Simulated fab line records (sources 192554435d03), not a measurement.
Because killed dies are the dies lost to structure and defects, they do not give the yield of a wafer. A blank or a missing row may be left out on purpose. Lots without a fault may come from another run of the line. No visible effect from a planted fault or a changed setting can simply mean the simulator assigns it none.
Split-lot trial + flow n5_finfet + on a route of 1938 steps: 7 lots, 39 wafers read

== ON THE SPLIT ==
At N5_PMOS_HMC_CHANNEL_EPI_DEVELOP_08 (develop time 30 s), the setting develop_time_s was moved away from the recipe's 30 s on 12 of the 39 wafers read, by -39.8% to +34.9%. The other wafers ran this setting at the recipe's value.

There is no step in the file separating the split from the reading.

== THE READING ==
cd_nm at N5_PMOS_HMC_CHANNEL_EPI_CD_MEAS_09, given in nm (cd target 237.4 nm). Typical for fault-free wafers on this fab line: 237.0 nm, with standard deviation 0.81 nm.

| wafer  | tool, chamber at the split | develop_time_s as run, s | against the recipe | cd_nm, nm | against lot-mates on the recipe |
|--------|----------------------------|--------------------------|--------------------|-----------|---------------------------------|
| L075.1 | litho_track-02, 0          | 22.6                     | -24.7%             | 235.0     | -1.5                            |
| L075.2 | litho_track-02, 0          | 30                       | recipe             | 236.4     | -                               |
| L075.3 | litho_track-02, 0          | 22.6                     | -24.7%             | 235.7     | -0.8                            |
| L075.4 | litho_track-02, 0          | 22.6                     | -24.7%             | 234.8     | -1.7                            |
| L075.5 | litho_track-02, 0          | 30                       | recipe             | 236.4     | -                               |
| L075.6 | litho_track-02, 0          | 30                       | recipe             | 236.7     | -                               |
| L076.1 | litho_track-04, 0          | 30                       | recipe             | 237.6     | -                               |
| L076.2 | litho_track-04, 0          | 30                       | recipe             | 237.5     | -                               |
| L076.3 | litho_track-04, 0          | 40.47                    | +34.9%             | 239.5     | +1.5                            |
| L076.4 | litho_track-04, 0          | 40.47                    | +34.9%             | 239.9     | +1.9                            |
| L076.5 | litho_track-04, 0          | 40.47                    | +34.9%             | 240.5     | +2.5                            |
| L076.6 | litho_track-04, 0          | 30                       | recipe             | 238.8     | -                               |
| L083.1 | litho_track-04, 0          | 30                       | recipe             | 237.9     | -                               |
| L083.2 | litho_track-04, 0          | 30                       | recipe             | 236.6     | -                               |
| L083.3 | litho_track-04, 0          | 30                       | recipe             | 238.0     | -                               |
| L083.4 | litho_track-04, 0          | 30                       | recipe             | 237.4     | -                               |
| L083.5 | litho_track-04, 0          | 30                       | recipe             | 237.6     | -                               |
| L083.6 | litho_track-04, 0          | 30                       | recipe             | 238.2     | -                               |
| L088.1 | litho_track-04, 0          | 30                       | recipe             | 238.1     | -                               |
| L088.2 | litho_track-04, 0          | 30                       | recipe             | 237.7     | -                               |
| L088.3 | litho_track-04, 0          | 30                       | recipe             | 237.5     | -                               |
| L088.4 | litho_track-04, 0          | 30                       | recipe             | 237.3     | -                               |
| L088.5 | litho_track-04, 0          | 30                       | recipe             | 237.6     | -                               |
| L088.6 | litho_track-04, 0          | 30                       | recipe             | 236.7     | -                               |
| L090.1 | litho_track-04, 0          | 30                       | recipe             | 236.6     | -                               |
| L090.2 | litho_track-04, 0          | 40.05                    | +33.5%             | 239.1     | +2.2                            |
| L090.3 | litho_track-04, 0          | 40.05                    | +33.5%             | 238.8     | +1.9                            |
| L090.4 | litho_track-04, 0          | 30                       | recipe             | 236.7     | -                               |
| L090.5 | litho_track-04, 0          | 40.05                    | +33.5%             | 238.2     | +1.3                            |
| L090.6 | litho_track-04, 0          | 30                       | recipe             | 237.5     | -                               |
| L094.1 | litho_track-01, 0          | 30                       | recipe             | 237.6     | -                               |
| L094.5 | litho_track-01, 0          | 30                       | recipe             | 237.5     | -                               |
| L094.6 | litho_track-01, 0          | 30                       | recipe             | 237.4     | -                               |
| L097.1 | litho_track-04, 0          | 18.06                    | -39.8%             | 233.7     | -2.6                            |
| L097.2 | litho_track-04, 0          | 18.06                    | -39.8%             | 233.3     | -3.0                            |
| L097.3 | litho_track-04, 0          | 18.06                    | -39.8%             | 233.1     | -3.2                            |
| L097.4 | litho_track-04, 0          | 30                       | recipe             | 235.9     | -                               |
| L097.5 | litho_track-04, 0          | 30                       | recipe             | 236.0     | -                               |
| L097.6 | litho_track-04, 0          | 30                       | recipe             | 237.1     | -                               |

FIT RESULTS
A straight line over all 39 wafers: cd_nm changes by +0.0772 nm for each +1% of develop_time_s; r = +0.90; the points scatter about the line by 0.72 nm.
The same after taking each lot's own level away (the mean of its wafers on the recipe; 39 wafers): +0.0618 nm for each +1%; r = +0.93; scatter 0.46 nm.
On that fit, the largest move of develop_time_s shifts the reading by 2.5 nm.
The lots' own levels span 236.33 to 237.97 nm, that is 2.0 times the standard deviation above.
In other words, the slope is changed by the lot-to-lot level; the two fits disagree.
Check: for one of the wafers moved furthest among these (-39.8%), held out of the fit, the line's prediction against its lot-mates is -2.5 nm. It came out at -2.63 nm against them.

== THE OTHER SPLITS THESE WAFERS WENT THROUGH ==
These wafers also went through other splits before the reading. Each is held against what the fit with the lots' levels taken away leaves over:
| other split on the same wafers | wafers away from the commonest value | r with cd_nm (lot level and that fit taken away) |
|--------------------------------|--------------------------------------|--------------------------------------------------|
| N5_ZERO_LAYER_PECVD_02 time_s  | 12                                   | -0.32                                            |

== THE WHOLE CHAIN: every reading that the file lists as answering this split, in the file's order ==
| step                               | what it does             | reading                                                                     | change (the file's fit)                | r (the file's) |
|------------------------------------|--------------------------|-----------------------------------------------------------------------------|----------------------------------------|----------------|
| N5_PMOS_HMC_CHANNEL_EPI_CD_MEAS_09 | target cd 237.4 nm       | cd_nm                                                                       | +0.0617 nm for each +1% of the setting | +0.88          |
| N5_PMOS_HMC_CHANNEL_EPI_DESCUM_14  | chemistry O2, time 7.9 s | PMOS_HMC_CHANNEL_EPI.cd_nm (the simulator's own value, which no gauge read) | +0.0609 nm for each +1% of the setting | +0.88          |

== THE FILE'S OWN FIT ==
cd_nm changes by +0.0617 nm for each +1% of develop_time_s, r = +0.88.
